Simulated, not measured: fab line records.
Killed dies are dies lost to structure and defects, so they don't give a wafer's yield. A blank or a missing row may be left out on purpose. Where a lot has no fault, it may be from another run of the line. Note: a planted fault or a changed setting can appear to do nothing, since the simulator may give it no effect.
Chamber matching -- flow n5 finfet -- uv cure-02 running N5_BEOL_M11_CURE_72: 3 sister chambers
The step cures SiCOH lowk, time 120 s. 3 wafers are shown with their chamber, then 12 later ones without.

EACH WAFER AND ITS CHAMBER
wafer,chamber,wafer_temp_C_max
L078.5,0,371.9
L084.6,1,372.3
L087.5,2,371.8

WAFERS WHOSE CHAMBER IS MISSING
wafer,wafer_temp_C_max
L091.1,372.1
L091.4,372.9
L091.5,372.7
L092.4,372.1
L092.5,371.4
L092.6,371.4
L094.1,371.7
L094.4,372.3
L094.5,371.6
L095.2,372.2
L095.4,371.6
L095.6,371.5

EACH ONE'S CHAMBER
wafer,from the rows above,in truth
L091.1,can't be placed: 1 or 0 or 2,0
L091.4,can't be placed: 1 or 0 or 2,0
L091.5,can't be placed: 1 or 0 or 2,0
L092.4,can't be placed: 1 or 0 or 2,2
L092.5,can't be placed: 2 or 0 or 1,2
L092.6,can't be placed: 2 or 0 or 1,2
L094.1,can't be placed: 2 or 0 or 1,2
L094.4,can't be placed: 1 or 0 or 2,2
L094.5,can't be placed: 2 or 0 or 1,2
L095.2,can't be placed: 1 or 0 or 2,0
L095.4,can't be placed: 2 or 0 or 1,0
L095.6,can't be placed: 2 or 0 or 1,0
Correctly placed: 0 of 12. Cannot be placed on the basis of these rows: 12; the candidates contain the true chamber in 12. Wrongly placed: 0.
How it was worked out, from the rows above alone: a wafer's distance from a chamber is the root of the sum, over the readings, of the square of ((its reading less the chamber's mean) divided by the reading's scatter). If the next closest chamber is less than 2 further off than the closest, the wafer can't be placed; otherwise it belongs to the closest. For every chamber, the mean is computed from those of its wafers that are shown. The scatter: root of mean squared gap, hidden wafer to nearest shown wafer, with one shown wafer a chamber.
